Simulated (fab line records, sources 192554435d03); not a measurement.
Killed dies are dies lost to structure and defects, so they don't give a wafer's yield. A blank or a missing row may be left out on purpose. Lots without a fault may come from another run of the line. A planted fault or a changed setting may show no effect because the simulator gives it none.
A struck lot beside a sound one | flow n5_finfet | 15 steps out of a route of 1938
Sound: wafers L675.2, L675.3, L675.4. Struck: wafers L680.4, L680.5. The cause comes at the end.
At each step with rows: each side's tool, then ch and its chambers, then its first start. Under that, the readings that differ: sound wafers | struck wafers | difference of the means | sigmas: that difference in standard deviations of wafers without a fault.
alike: readings whose means differ by less than 2 such deviations, and words and numbers that are the same on both sides. not compared: withheld readings, readings that some wafer has no value for, bounds like >300 that may hide the same value, and numbers for which the record gives no deviation and whose values overlap.
The two part at a step that has a row with sigmas, a row that says differs or no value, or rows on one side only. Numbers that don't overlap but have no deviation are shown without sigmas and don't part them. A reading that every wafer of one side lacks parts them only if that side has two wafers or more.

N5_PASSIVATION_PECVD_00: deposits SiO2 from SiH4/N2O, target thk 200 nm, time 11.2 s.
  sound on pecvd-04 ch 1,2, day 13 01:21; struck on pecvd-01 ch 1,2, day 13 22:36
  alike: chamber_pressure_Torr, heater_power_w, showerhead_plenum_p_Torr, throttle_valve_pct
then, 1 step without rows for these wafers: N5_MIM_BOT_DEGAS_01 (time 60 s).
N5_MIM_BOT_SPUTTER_00: material TiN, target thk 35 nm, time 89.7 s.
  sound on pvd_sputter-01, day 13 01:56; struck on pvd_sputter-03, day 13 23:04
  alike: cathode_dc_power_W, throttle_valve_pct
N5_MIM_TOP_ALD_00: deposits Al2O3, purge time 3 s, co reactant pulse time 3 s.
  sound on ald_hk-02 ch 0,1,3, day 13 02:02; struck on ald_hk-02 ch 0, day 13 23:10
  alike: precursor_pulse_height_rel
N5_MIM_TOP_ALD_01: deposits HfO2, target thk 5.6 nm, pulse time 1 s, purge time 3 s.
  sound on ald_hk-02 ch 0,1,3; struck on ald_hk-02 ch 0
  alike: precursor_pulse_height_rel
then, 1 step without rows for these wafers: N5_MIM_TOP_ALD_02 (deposits Al2O3, purge time 3 s, co reactant pulse time 3 s).
N5_MIM_TOP_DEGAS_04: time 60 s.
  sound on pvd_sputter-03, day 13 03:05; struck on pvd_sputter-02, day 14 01:35
  alike: heater_power_w
then, 5 steps without rows for these wafers: N5_MIM_TOP_SPUTTER_03 (material TiN, target thk 35 nm, time 89.7 s); N5_MIM_TOP_LITHO_HMDS_01 (time 60 s); N5_MIM_TOP_LITHO_COAT_02; N5_MIM_TOP_LITHO_EBR_04; N5_MIM_TOP_LITHO_SOFTBAKE_03 (time 90 s).
N5_MIM_TOP_LITHO_EXPOSE_05: exposes mask MIM TOP, target cd 2000 nm.
  sound on krf_scanner-01 ch 0, day 13 03:21; struck on krf_scanner-01 ch 0, day 14 01:52
  alike: mask
  not compared: model.MIM_TOP_LITHO.overlay_x_nm
then, 1 step without rows for these wafers: N5_MIM_TOP_LITHO_PEB_06.
N5_PASSIVATION_PROBE_49:
  sound on prober-02, day 13 12:36; struck on prober-01, day 14 15:53
  alike: defect_limited_yield, killed_at_M0_to_M3, killed_at_M4_up, killed_at_contacts, killed_at_front_end, killed_at_other, killed_dies, killed_open, killed_short, sort_bin_5_function, sort_bin_6_memory, sort_n_pass, sort_yield_pct

WHERE THEY PART
Nowhere in this record.

WHY: what the simulator had put in
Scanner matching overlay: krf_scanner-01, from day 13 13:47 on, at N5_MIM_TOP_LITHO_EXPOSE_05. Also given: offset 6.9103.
